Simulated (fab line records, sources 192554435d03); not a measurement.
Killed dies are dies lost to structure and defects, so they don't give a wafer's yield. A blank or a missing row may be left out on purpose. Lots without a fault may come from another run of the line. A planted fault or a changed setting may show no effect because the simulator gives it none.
Chamber matching | flow n5_finfet | N5_BEOL_M11_DESCUM_33 on rie_diel-05: 4 sister chambers
The step chemistry O2, time 7.9 s. 18 wafers are shown with their chamber, then 9 later ones without.

WAFERS WITH THEIR CHAMBER
wafer  | chamber | showerhead_plenum_p_Torr (Torr) | drypump_motor_current_A (A) | oes_product_au (a.u.)
L076.1 | 1       | 2.04                            | 5.2                         | 0.85
L076.2 | 0       | 2.07                            | 6.1                         | 0.72
L076.3 | 2       | 2.15                            | 6.1                         | 0.69
L076.4 | 3       | 2.04                            | 5.5                         | 0.88
L076.5 | 3       | 2.04                            | 5.6                         | 0.89
L076.6 | 2       | 2.15                            | 6.0                         | 0.69
L080.1 | 3       | 2.04                            | 5.6                         | 0.88
L080.3 | 0       | 2.07                            | 6.1                         | 0.71
L080.5 | 3       | 2.04                            | 5.6                         | 0.88
L079.2 | 3       | 2.04                            | 5.6                         | 0.88
L079.3 | 0       | 2.07                            | 6.1                         | 0.70
L079.4 | 1       | 2.03                            | 5.2                         | 0.84
L081.1 | 0       | 2.07                            | 6.2                         | 0.71
L081.4 | 1       | 2.03                            | 5.2                         | 0.84
L081.6 | 2       | 2.15                            | 6.0                         | 0.69
L085.1 | 3       | 2.03                            | 5.6                         | 0.85
L085.4 | 2       | 2.15                            | 6.1                         | 0.68
L085.6 | 1       | 2.03                            | 5.2                         | 0.82

SIGNATURES (means of the wafers above)
reading                  | chamber 0 | chamber 1 | chamber 2 | chamber 3 | scatter within a chamber
showerhead_plenum_p_Torr | 2.0700    | 2.0325    | 2.1500    | 2.0383    | 0.00336
drypump_motor_current_A  | 6.125     | 5.200     | 6.050     | 5.583     | 0.043
oes_product_au           | 0.7100    | 0.8375    | 0.6875    | 0.8767    | 0.011
Rule: a wafer's distance from a chamber is the root of the sum, over the readings, of the square of ((its reading less the chamber's mean) divided by the reading's scatter). The wafer belongs to the nearest chamber; if the next one is less than 2 further off, it can't be placed. The scatter: the root of (the sum of the squares of (reading less its chamber's mean) over the shown wafers, divided by (wafers less chambers)).

WAFERS WITHOUT THEIR CHAMBER
wafer  | showerhead_plenum_p_Torr (Torr) | drypump_motor_current_A (A) | oes_product_au (a.u.)
L089.1 | 2.03                            | 5.2                         | 0.82
L089.2 | 2.03                            | 5.6                         | 0.85
L089.4 | 2.07                            | 6.2                         | 0.70
L090.1 | 2.07                            | 6.1                         | 0.69
L090.2 | 2.03                            | 5.5                         | 0.84
L090.3 | 2.03                            | 5.2                         | 0.81
L093.3 | 2.14                            | 6.0                         | 0.95
L093.4 | 2.14                            | 6.0                         | 0.96
L093.6 | 2.02                            | 5.2                         | 0.80

WHICH CHAMBER EACH WENT THROUGH
wafer  | from the rows above | in truth
L089.1 | 1                   | 1
L089.2 | 3                   | 3
L089.4 | 0                   | 0
L090.1 | 0                   | 0
L090.2 | 3                   | 3
L090.3 | 1                   | 1
L093.3 | 2                   | 2
L093.4 | 2                   | 2
L093.6 | 1                   | 1
Placed correctly: 9 of 9. Can't be placed from these rows: 0. Placed wrongly: 0.
